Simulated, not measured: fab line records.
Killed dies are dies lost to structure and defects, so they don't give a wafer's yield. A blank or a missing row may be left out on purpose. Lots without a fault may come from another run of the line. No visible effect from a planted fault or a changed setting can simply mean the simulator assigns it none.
Which tool did it? || flow n5_finfet || route of 1938 steps, sampled at 1 step: 12 lots, 36 wafers

WHAT THE GAUGES READ, wafer by wafer
N5_BEOL_M10_CD_MEAS_35 targets a cd of 70 nm.
{"lot": "L075", "measured": "day 9 22:32", "on": "cd_sem-02", "cd_nm (nm)": "69.5 69.6 68.7"}
{"lot": "L077", "measured": "day 10 17:49", "on": "cd_sem-01", "cd_nm (nm)": "70.2 69.5 69.9"}
{"lot": "L081", "measured": "day 11 18:11", "on": "cd_sem-02", "cd_nm (nm)": "69.5 69.7 69.9"}
{"lot": "L080", "measured": "day 11 21:32", "on": "cd_sem-01", "cd_nm (nm)": "71.0 70.9 70.5"}
{"lot": "L083", "measured": "day 12 17:32", "on": "cd_sem-03", "cd_nm (nm)": "71.8 71.5 71.9"}
{"lot": "L085", "measured": "day 13 04:31", "on": "cd_sem-03", "cd_nm (nm)": "70.7 70.2 70.8"}
{"lot": "L088", "measured": "day 13 17:22", "on": "cd_sem-02", "cd_nm (nm)": "69.6 70.0 71.1"}
{"lot": "L089", "measured": "day 14 03:40", "on": "cd_sem-03", "cd_nm (nm)": "71.0 70.2 70.4"}
{"lot": "L090", "measured": "day 14 12:56", "on": "cd_sem-03", "cd_nm (nm)": "69.3 68.6 69.1"}
{"lot": "L092", "measured": "day 15 03:26", "on": "cd_sem-03", "cd_nm (nm)": "69.2 69.6 68.7"}
{"lot": "L097", "measured": "day 15 11:31", "on": "cd_sem-02", "cd_nm (nm)": "69.1 68.9 70.5"}
{"lot": "L096", "measured": "day 15 14:02", "on": "cd_sem-02", "cd_nm (nm)": "71.2 71.3 70.5"}

WHAT TOOL EACH LOT RAN ON (gives the tool, then ch and the chambers of the sampled wafers, and finally the start)
Record: no process step prior to these readings.

THE ANSWER, worked out from the rows above alone
Rule: usual is defined by the lots themselves. The widest of any qualifying gaps counts: lots, ordered by their means at a reading, are off when they make up no more than a third of the lots, leave a main group of 4 or more, and stand apart from it by 3 or more times the standard deviation of that group's means. The tables above print the reading to a certain number of digits; a main group whose means all agree to those digits is not used. Also off: a lot with no number at a reading for which 4 or more lots have one. The other lots that the step has rows for count as sound.
None of the lots is off at any reading shown; this tells nothing.

WHAT THE SIMULATOR PUT IN
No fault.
